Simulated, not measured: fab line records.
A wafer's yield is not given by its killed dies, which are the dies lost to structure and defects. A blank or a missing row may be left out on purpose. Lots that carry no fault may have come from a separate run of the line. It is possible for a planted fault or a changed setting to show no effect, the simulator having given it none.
fab line records	flow n5Finfet
[record] lots = 7	wafers = 39
route steps=1938 shown PMOS_HMC_CHANNEL_EPI@64 FIN_CUT@169 SD_EPI_P@321 HKMG_FIN@444
startH: hours from the record's opening day to when the first of the lot's shown wafers began	waitH: time in hours since the lot's previous step	" unchanged from the row above	L1.1+2: one row covering several wafers at once	- no value, or no start was given	* or withheld: withheld	< > ~ a bound
route shown NAME@n: names a module that has steps shown in the file, with the first one's number in the route	usual: mean/standard deviation of fault-free wafers	same: alike in all rows	chamber/n: place in a boat	sites: per-site readings	_std_site: the standard deviation of these	_edge_site: outer sites' mean less inner sites'	radiusMm: for every site, how far away it sits from the centre of the wafer	mask NAME#n: copy n	behind: the most recent tool/chamber to have shaped the wafer	hold: reason for holding the lot/hours on hold/outcome of the hold	device: the transistor (n, p or np) that didn't switch	end of line: the tests these same wafers got at the end of their route	a step with no rows: only its recipe	killed: count of dies lost to structure and defects at first sort (not the wafer's yield)	map: a wafer's dies, x killed, . not, _ none there
set.NAME: setting as actually run; set.NAME@STEP: the setting as run at that earlier step	model.NAME: the simulator's own value behind a step, which no gauge read
one table per step and one row per wafer, for lots whose settings were changed on purpose
[[steps]]
[step N5_PMOS_HMC_CHANNEL_EPI_DEVELOP_08]
[recipe] developTimeS = 30	developer = TMAH	resist = CAR-ArF-block	devTempC = 23	rinseLiquid = diw	dry = airSpin
lot.wafer	tool	chamber	startH	waitH	set.developTimeS
L074.1+5+6	lithoTrack-05	0	-	-	15.43
L074.2+3+4	"	0	"	"	30
L076.1+2+5	lithoTrack-05	0	-	-	30
L076.3+4+6	"	0	"	"	47.13
L077.1+2+3+4+5+6	lithoTrack-02	0	-	-	30
L078.1+2+5	lithoTrack-02	0	-	-	30
L091.1+3+4	lithoTrack-03	0	-	-	30
L091.2+5+6	"	0	"	"	44.4
L093.1+3+4	lithoTrack-02	0	-	-	30
L093.2+5+6	"	0	"	"	41.81
L095.1+2+3+4+5+6	lithoTrack-02	0	-	-	30
[step N5_PMOS_HMC_CHANNEL_EPI_CD_MEAS_09]
[recipe] targetCdNm = 237.4	landingEnergyEv = 500	detector = seInlens
[usual] cdNm = 237.4/0.98
lot.wafer	tool	chamber	startH	waitH	set.developTimeS@PMOS_HMC_CHANNEL_EPI_DEVELOP_08	cdNm
L074.1	cdSem-03	0	17.60	-	15.43	233.4
L074.2	"	0	"	"	30	237.3
L074.3	"	0	"	"	30	238.1
L074.4	"	0	"	"	30	236.3
L074.5	"	0	"	"	15.43	233.0
L074.6	"	0	"	"	15.43	233.5
L076.1	cdSem-03	0	28.90	-	30	237.3
L076.2	"	0	"	"	30	236.8
L076.3	"	0	"	"	47.13	239.5
L076.4	"	0	"	"	47.13	240.2
L076.5	"	0	"	"	30	236.4
L076.6	"	0	"	"	47.13	238.9
L077.1	cdSem-01	0	35.38	-	30	236.5
L077.2	"	0	"	"	30	236.2
L077.3	"	0	"	"	30	236.8
L077.4	"	0	"	"	30	235.9
L077.5	"	0	"	"	30	236.6
L077.6	"	0	"	"	30	236.5
L078.1	cdSem-02	0	41.50	-	30	239.0
L078.2	"	0	"	"	30	239.7
L078.5	"	0	"	"	30	238.4
L091.1	cdSem-02	0	119.04	-	30	237.1
L091.2	"	0	"	"	44.4	238.7
L091.3	"	0	"	"	30	235.2
L091.4	"	0	"	"	30	236.1
L091.5	"	0	"	"	44.4	239.0
L091.6	"	0	"	"	44.4	237.9
L093.1	cdSem-02	0	131.46	-	30	237.2
L093.2	"	0	"	"	41.81	239.1
L093.3	"	0	"	"	30	237.6
L093.4	"	0	"	"	30	237.3
L093.5	"	0	"	"	41.81	238.8
L093.6	"	0	"	"	41.81	238.4
L095.1	cdSem-01	0	151.62	-	30	238.2
L095.2	"	0	"	"	30	237.1
L095.3	"	0	"	"	30	236.9
L095.4	"	0	"	"	30	237.1
L095.5	"	0	"	"	30	236.3
L095.6	"	0	"	"	30	237.2
[step N5_PMOS_HMC_CHANNEL_EPI_DESCUM_14]
[recipe] chemistry = O2	timeS = 7.9	sourcePowerW = 50	biasPowerW = 20	pressureMtorr = 20	rfFrequencyHz = 2.712e+07	tempC = 40	resist = CAR-ArF-block	o2FlowSccm = 225
lot.wafer	tool	chamber	startH	waitH	set.developTimeS@PMOS_HMC_CHANNEL_EPI_DEVELOP_08	model.PMOS_HMC_CHANNEL_EPI.cdNm
L074.1	rieDiel-06	1	17.75	0.1	15.43	233.5
L074.2	"	2	"	"	30	237.4
L074.3	"	0	"	"	30	238.3
L074.4	"	3	"	"	30	236.2
L074.5	"	1	"	"	15.43	233.1
L074.6	"	2	"	"	15.43	233.8
L076.1	rieDiel-03	1	28.98	0.0	30	237.3
L076.2	"	3	"	"	30	237.1
L076.3	"	2	"	"	47.13	239.4
L076.4	"	0	"	"	47.13	240.1
L076.5	"	0	"	"	30	236.9
L076.6	"	3	"	"	47.13	239
L077.1	rieDiel-01	0	35.47	0.0	30	236.4
L077.2	"	2	"	"	30	236.5
L077.3	"	3	"	"	30	237
L077.4	"	2	"	"	30	235.8
L077.5	"	3	"	"	30	236.2
L077.6	"	0	"	"	30	236.8
L078.1	rieDiel-03	2	41.63	0.1	30	239.3
L078.2	"	0	"	"	30	239.8
L078.5	"	2	"	"	30	238.9
L091.1	rieDiel-01	0	119.13	0.0	30	237.3
L091.2	"	1	"	"	44.4	239
L091.3	"	3	"	"	30	235.5
L091.4	"	1	"	"	30	236.1
L091.5	"	3	"	"	44.4	239.2
L091.6	"	0	"	"	44.4	237.6
L093.1+3+4	rieDiel-03	2,0,3	142.70	0.0	30	237.3
L093.2	"	1	"	"	41.81	239.4
L093.5	"	0	"	"	41.81	238.9
L093.6	"	1	"	"	41.81	238.6
L095.1	rieDiel-01	3	151.70	0.0	30	238.3
L095.2	"	0	"	"	30	-
L095.3	"	1	"	"	30	236.9
L095.4	"	2	"	"	30	237.5
L095.5	"	2	"	"	30	236.4
L095.6	"	3	"	"	30	237.1
[step N5_FIN_CUT_ETCH_21]
[recipe] chemistry = N2/H2	target = SOC	targetDepthA = 2190	overetchA = 438	maskMaterial = SiARC	tempC = 40	ionEnergyEv = 100	biasW = 61	timeS = 523.5	pressureMtorr = 30	sourceW = 850	n2FlowSccm = 200	h2FlowSccm = 200
lot.wafer	tool	chamber	startH	waitH	set.timeS	model.etch.depthNm	model.FIN_CUT.cdOffsetNm	model.SiARC_of_FIN_CUT_COAT_19.thkNm
L074.1	rieDiel-03	1	27.74	0.0	523.5	230.9	-0.6	11.6
L074.2	"	3	"	"	523.5	229.9	-0.6	12.2
L074.3	"	2	"	"	523.5	229.9	0	12
L074.4	"	0	"	"	523.5	229.8	0.2	12
L074.5	"	3	"	"	523.5	229.9	-0.2	12.2
L074.6	"	0	"	"	523.5	230.2	-0.2	11.8
L076.1	rieDiel-06	1	38.15	0.0	523.5	229.8	-1	12
L076.2	"	0	"	"	439.4	220.6	-0.8	13.2
L076.3	"	2	"	"	523.5	229.5	-0.8	11.8
L076.4	"	3	"	"	439.4	224	-1.2	13.2
L076.5	"	0	"	"	523.5	229.9	0.2	12
L076.6	"	1	"	"	439.4	217.6	-1.8	13.4
L077.1	rieDiel-03	1	46.33	0.0	523.5	231	-0.8	11.6
L077.2	"	2	"	"	523.5	231	-1	11.8
L077.3	"	0	"	"	523.5	230	-0.4	11.8
L077.4	"	1	"	"	374.3	193.3	-2.6	14
L077.5	"	2	"	"	374.3	187.9	-2.4	14.2
L077.6	"	0	"	"	374.3	190.6	-2	14
L078.1	rieDiel-06	1	53.36	0.0	523.5	230.3	-0.4	12
L078.2	"	3	"	"	523.5	230.5	0.2	11.8
L078.5	"	1	"	"	523.5	230.8	0	12.2
L091.1	rieDiel-03	1	142.96	0.0	523.5	229.4	0.2	11.8
L091.2	"	0	"	"	765.7	229.5	2.8	8.4
L091.3	"	2	"	"	765.7	229.4	2.6	8.4
L091.4	"	3	"	"	523.5	229.2	0.6	11.8
L091.5	"	2	"	"	523.5	229.8	0.4	12
L091.6	"	1	"	"	765.7	229.3	3	8
L093.1	rieDiel-03	1	154.85	0.0	523.5	230.7	-0.2	11.8
L093.2	"	3	"	"	523.5	230.3	0.4	12
L093.3	"	2	"	"	523.5	230.3	-0.2	12
L093.4	"	1	"	"	523.5	230.4	-0.2	12
L093.5	"	2	"	"	523.5	230.7	-0.4	12
L093.6	"	3	"	"	523.5	230.1	0	12
L095.1	rieDiel-01	0	164.41	0.0	523.5	229.8	-0.2	12.2
L095.2	"	2	"	"	523.5	230.9	-0.4	11.8
L095.3	"	1	"	"	523.5	230.7	-0.2	12
L095.4	"	0	"	"	523.5	230.6	0	12.2
L095.5	"	1	"	"	523.5	230.3	0	12
L095.6	"	2	"	"	523.5	230.2	-0.2	11.6
[step N5_FIN_CUT_STRIP_23]
[recipe] chemistry = N2/H2	tempC = 40	n2FlowSccm = 200	h2FlowSccm = 200	rfFrequencyHz = 6e+07
[step N5_FIN_CUT_STRIP_31]
[recipe] chemistry = N2/H2	tempC = 40	n2FlowSccm = 200	h2FlowSccm = 200	rfFrequencyHz = 6e+07
[step N5_FIN_CUT_STRIP_24]
[recipe] chemistry = CF4	resist = SiARC	powerW = 300	biasPowerW = 75	pressureMtorr = 50	cf4FlowSccm = 150	rfFrequencyHz = 6e+07
[step N5_FIN_CUT_CUT_ETCH_26]
[recipe] chemistry = CH3F/O2	target = SiNx	targetDepthA = 390	maskMaterial = SOC	timeS = 55.7	pressureMtorr = 30	sourceW = 395	biasW = 73	Ar_flow_sccm = 150	CH3F_flow_sccm = 30	O2_flow_sccm = 20	ionEnergyEv = 120
lot.wafer	tool	chamber	startH	waitH	set.timeS@FIN_CUT_ETCH_21	model.FIN_CUT.cdOffsetNm
L074.1+2	rieDiel-03	1,3	28.09	0.0	523.5	-0.6
L074.3	"	2	"	"	523.5	0
L074.4	"	0	"	"	523.5	0.2
L074.5+6	"	3,0	"	"	523.5	-0.2
L076.1	rieDiel-06	1	38.49	0.0	523.5	-1
L076.2	"	0	"	"	439.4	-0.8
L076.3	"	2	"	"	523.5	-0.8
L076.4	"	3	"	"	439.4	-1.2
L076.5	"	0	"	"	523.5	0
L076.6	"	1	"	"	439.4	-2
L077.1	rieDiel-03	1	46.68	0.0	523.5	-0.8
L077.2	"	2	"	"	523.5	-1
L077.3	"	0	"	"	523.5	-0.4
L077.4	"	1	"	"	374.3	-2.6
L077.5	"	2	"	"	374.3	-2.4
L077.6	"	0	"	"	374.3	-2
L078.1	rieDiel-06	1	53.70	0.0	523.5	-0.6
L078.2	"	3	"	"	523.5	0.4
L078.5	"	1	"	"	523.5	0
L091.1	rieDiel-03	1	143.31	0.0	523.5	0.2
L091.2+6	"	0,1	"	"	765.7	2.8
L091.3	"	2	"	"	765.7	2.6
L091.4	"	3	"	"	523.5	0.6
L091.5	"	2	"	"	523.5	0.4
L093.1+3+4	rieDiel-03	1,2,1	155.19	0.0	523.5	-0.2
L093.2	"	3	"	"	523.5	0.4
L093.5	"	2	"	"	523.5	-0.4
L093.6	"	3	"	"	523.5	0
L095.1+2+3	rieDiel-01	0,2,1	164.76	0.0	523.5	-0.2
L095.4+5+6	"	0,1,2	"	"	523.5	0
[step N5_FIN_CUT_CUT_ETCH_27]
[recipe] chemistry = CHF3/O2	target = SiO2	targetDepthA = 40	maskMaterial = SOC	overetchA = 20	timeS = 4.9	pressureMtorr = 30	sourceW = 650	biasW = 170	Ar_flow_sccm = 200	CHF3_flow_sccm = 50	O2_flow_sccm = 5	ionEnergyEv = 200
[step N5_FIN_CUT_PRECLEAN_35]
[recipe] timeS = 13.3	tempC = 45	pressureTorr = 125	pHfTorr = 3	pCoreactantTorr = 25	chemistry = vHF
[step N5_FIN_CUT_CUT_ETCH_15]
[recipe] chemistry = HBr/Cl2/O2	target = Si	targetDepthA = 1000	btTimeS = 10	maskMaterial = SOC	timeS = 42.4	ionEnergyEv = *	biasW = *	pressureMtorr = 10	icpW = 800	HBr_flow_sccm = 150	Cl2_flow_sccm = 80	O2_flow_sccm = 12
lot.wafer	tool	chamber	startH	waitH	set.timeS@FIN_CUT_ETCH_21	model.FIN_CUT.cdOffsetNm
L074.1	rieSi-06	1	28.28	0.1	523.5	-0.4
L074.2	"	3	"	"	523.5	-0.6
L074.3	"	2	"	"	523.5	0
L074.4	"	0	"	"	523.5	0.2
L074.5+6	"	2,1	"	"	523.5	-0.2
L076.1+3	rieSi-05	2,1	38.69	0.1	523.5	-0.8
L076.2	"	3	"	"	439.4	-0.8
L076.4	"	2	"	"	439.4	-1.2
L076.5	"	3	"	"	523.5	0.2
L076.6	"	1	"	"	439.4	-1.8
L077.1	rieSi-06	1	46.87	0.1	523.5	-0.6
L077.2	"	2	"	"	523.5	-0.8
L077.3	"	0	"	"	523.5	-0.2
L077.4	"	3	"	"	374.3	-2.6
L077.5	"	0	"	"	374.3	-2.2
L077.6	"	1	"	"	374.3	-1.6
L078.1	rieSi-04	1	53.90	0.1	523.5	-0.2
L078.2	"	2	"	"	523.5	0.6
L078.5	"	2	"	"	523.5	0.2
L091.1+5	rieSi-06	1,2	143.50	0.1	523.5	0.4
L091.2+6	"	2,3	"	"	765.7	3
L091.3	"	0	"	"	765.7	2.8
L091.4	"	3	"	"	523.5	0.6
L093.1+3+5	rieSi-05	0,3,0	155.39	0.1	523.5	-0.2
L093.2	"	1	"	"	523.5	0.6
L093.4+6	"	3,1	"	"	523.5	0
L095.1+2+3	rieSi-06	0,1,3	164.96	0.1	523.5	-0.2
L095.4+5+6	"	2,0,3	"	"	523.5	0
[step N5_SD_EPI_P_EPI_21]
[recipe] material = SiGe:B	dopant = B	tempC = 550	pressureTorr = 20	ambient = H2	timeS = 355
lot.wafer	tool	chamber	startH	waitH	set.timeS	model.SiGe-B_of_SD_EPI_P_EPI_21.thkNm
L074.1+3	epiRpcvd-04	0	56.08	0.1	291.2	53.4
L074.2	"	0	"	"	291.2	53.2
L074.4	"	0	"	"	355	60.4
L074.5	"	0	"	"	355	61.2
L074.6	"	0	"	"	355	60
L076.1	epiRpcvd-04	0	66.89	0.1	225.7	41.8
L076.2	"	0	"	"	355	60.8
L076.3	"	0	"	"	225.7	42.4
L076.4+5	"	0	"	"	355	60.6
L076.6	"	0	"	"	225.7	41.2
L077.1	epiRpcvd-02	0	76.31	0.2	288.5	54.4
L077.2	"	0	"	"	355	61.2
L077.3	"	0	"	"	288.5	53.8
L077.4	"	0	"	"	355	60.8
L077.5	"	0	"	"	355	61.4
L077.6	"	0	"	"	288.5	53.4
L078.1	epiRpcvd-04	0	80.33	0.1	355	60
L078.2	"	0	"	"	355	61
L078.5	"	0	81.77	1.5	355	61.4
L091.1+2	epiRpcvd-04	0	170.43	0.1	355	60.6
L091.3+4+5	"	0	"	"	355	60.8
L091.6	"	0	172.23	1.8	355	61
L093.1+6	epiRpcvd-04	0	184.23	0.1	355	61.8
L093.2+5	"	0	"	"	355	62
L093.3+4	"	0	"	"	355	61.6
L095.1	epiRpcvd-04	0	192.12	0.1	555	82.8
L095.2	"	0	"	"	355	62
L095.3	"	0	"	"	555	83.4
L095.4	"	0	"	"	355	61.4
L095.5	"	0	"	"	555	83.2
L095.6	"	0	"	"	355	61
[step N5_SD_EPI_P_EPI_MEAS_23]
[recipe] mode = xrd
[usual] thkNm = 60.7/1.2
lot.wafer	tool	chamber	startH	waitH	set.timeS@SD_EPI_P_EPI_21	thkNm
L074.1	filmMetro-01	-	58.28	1.9	291.2	54.0
L074.2	"	-	"	"	291.2	52.8
L074.3	"	-	"	"	291.2	54.2
L074.4	"	-	"	"	355	60.8
L074.5	"	-	"	"	355	61.7
L074.6	"	-	"	"	355	59.7
L076.1	filmMetro-02	-	69.10	1.9	225.7	41.3
L076.2	"	-	"	"	355	62.3
L076.3	"	-	"	"	225.7	42.7
L076.4	"	-	"	"	355	60.7
L076.5	"	-	"	"	355	59.5
L076.6	"	-	"	"	225.7	41.1
L077.1	filmMetro-02	-	79.22	2.5	288.5	53.4
L077.2	"	-	"	"	355	60.0
L077.3	"	-	"	"	288.5	53.7
L077.4	"	-	"	"	355	59.9
L077.5	"	-	"	"	355	63.3
L077.6	"	-	"	"	288.5	54.0
L078.1	filmMetro-02	-	82.53	1.8	355	60.4
L078.2	"	-	"	"	355	61.0
L078.5	"	-	"	"	355	61.5
L091.1	filmMetro-02	-	172.63	1.8	355	62.3
L091.2	"	-	"	"	355	60.7
L091.3	"	-	"	"	355	60.6
L091.4	"	-	"	"	355	60.6
L091.5	"	-	"	"	355	62.6
L091.6	"	-	"	"	355	59.8
L093.1	filmMetro-02	-	186.43	1.8	355	61.8
L093.2	"	-	"	"	355	63.0
L093.3	"	-	"	"	355	61.9
L093.4	"	-	"	"	355	62.1
L093.5	"	-	"	"	355	62.7
L093.6	"	-	"	"	355	61.2
L095.1	filmMetro-02	-	194.31	1.8	555	83.6
L095.2	"	-	"	"	355	61.0
L095.3	"	-	"	"	555	85.0
L095.4	"	-	"	"	355	60.5
L095.5	"	-	"	"	555	85.4
L095.6	"	-	"	"	355	60.2
[step N5_HKMG_FIN_ETCH_86]
[recipe] chemistry = N2/H2	target = SOC	targetDepthA = 3932	stopOn = TiN	ionEnergyEv = 100	biasW = 61	pressureMtorr = 30	sourceW = 850	n2FlowSccm = 200	h2FlowSccm = 200
lot.wafer	tool	chamber	startH	waitH	set.targetDepthA	model.SOC_of_HKMG_FIN_COAT_85.thkNm
L074.1	rieDiel-04	1	77.09	-	3932	19.2
L074.2+6	"	3	"	"	2516	121
L074.3	"	0	"	"	2516	119.4
L074.4	"	2	"	"	3932	18.8
L074.5	"	0	"	"	3932	17.6
L076.1+5	rieDiel-05	0	87.15	-	3932	15
L076.2	"	1	"	"	3932	13.2
L076.3+6	"	3	"	"	3932	18.8
L076.4	"	2	"	"	3932	17.8
L077.1	rieDiel-02	2	97.84	-	3932	17.2
L077.2+6	"	3	"	"	3932	19.4
L077.3	"	1	"	"	2578	115.4
L077.4	"	0	"	"	2578	113.4
L077.5	"	0	"	"	2578	113.2
L078.1	rieDiel-04	0	100.95	-	3932	17.8
L078.2	"	3	"	"	3932	20.6
L078.5	"	2	"	"	3932	19
L091.1+6	rieDiel-02	0	191.55	-	5771	8.6
L091.2	"	1	"	"	3932	18.2
L091.3	"	2	"	"	3932	18.6
L091.4	"	3	"	"	3932	20.4
L091.5	"	3	"	"	5771	8.4
L093.1	rieDiel-04	3	205.43	-	3932	21.6
L093.2	"	1	"	"	3932	20
L093.3	"	0	"	"	3932	18.6
L093.4+6	"	2	"	"	5506	8.4
L093.5	"	1	"	"	5506	8.6
L095.1+5	rieDiel-05	0	213.88	-	3932	16.2
L095.2	"	3	"	"	3932	20.8
L095.3+6	"	1	"	"	3932	14.2
L095.4	"	2	"	"	3932	18.6
[[key]]
[split] step = N5_PMOS_HMC_CHANNEL_EPI_DEVELOP_08	setting = developTimeS	stated = 30	by = wafer
[response] step = N5_PMOS_HMC_CHANNEL_EPI_CD_MEAS_09	reading = cdNm	change = +0.0549	per = 1%	r = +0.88
[response] step = N5_PMOS_HMC_CHANNEL_EPI_DESCUM_14	reading = model.PMOS_HMC_CHANNEL_EPI.cdNm	change = +0.0528	per = 1%	r = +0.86
[split] step = N5_FIN_CUT_ETCH_21	setting = timeS	stated = 523.5	by = wafer
[response] step = N5_FIN_CUT_ETCH_21	reading = model.etch.depthNm	shape = bent	atLowest = 190.6	atStated = 230.2	atHighest = 229.4
[response] step = N5_FIN_CUT_ETCH_21	reading = model.FIN_CUT.cdOffsetNm	change = +0.0525	per = 1%	r = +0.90
[response] step = N5_FIN_CUT_ETCH_21	reading = model.SiARC_of_FIN_CUT_COAT_19.thkNm	change = -0.0793	per = 1%	r = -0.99
[response] step = N5_FIN_CUT_CUT_ETCH_26	reading = model.FIN_CUT.cdOffsetNm	change = +0.0515	per = 1%	r = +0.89
[response] step = N5_FIN_CUT_CUT_ETCH_15	reading = model.FIN_CUT.cdOffsetNm	change = +0.0537	per = 1%	r = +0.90
[split] step = N5_SD_EPI_P_EPI_21	setting = timeS	stated = 355	by = wafer
[response] step = N5_SD_EPI_P_EPI_21	reading = model.SiGe-B_of_SD_EPI_P_EPI_21.thkNm	change = +0.42	per = 1%	r = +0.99
[response] step = N5_SD_EPI_P_EPI_MEAS_23	reading = thkNm	change = *	per = 1%	r = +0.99
[split] step = N5_HKMG_FIN_ETCH_86	setting = targetDepthA	stated = 3932	by = wafer
[response] step = N5_HKMG_FIN_ETCH_86	reading = model.SOC_of_HKMG_FIN_COAT_85.thkNm	shape = bent	atLowest = 120.5	atStated = 17.97	atHighest = 8.533
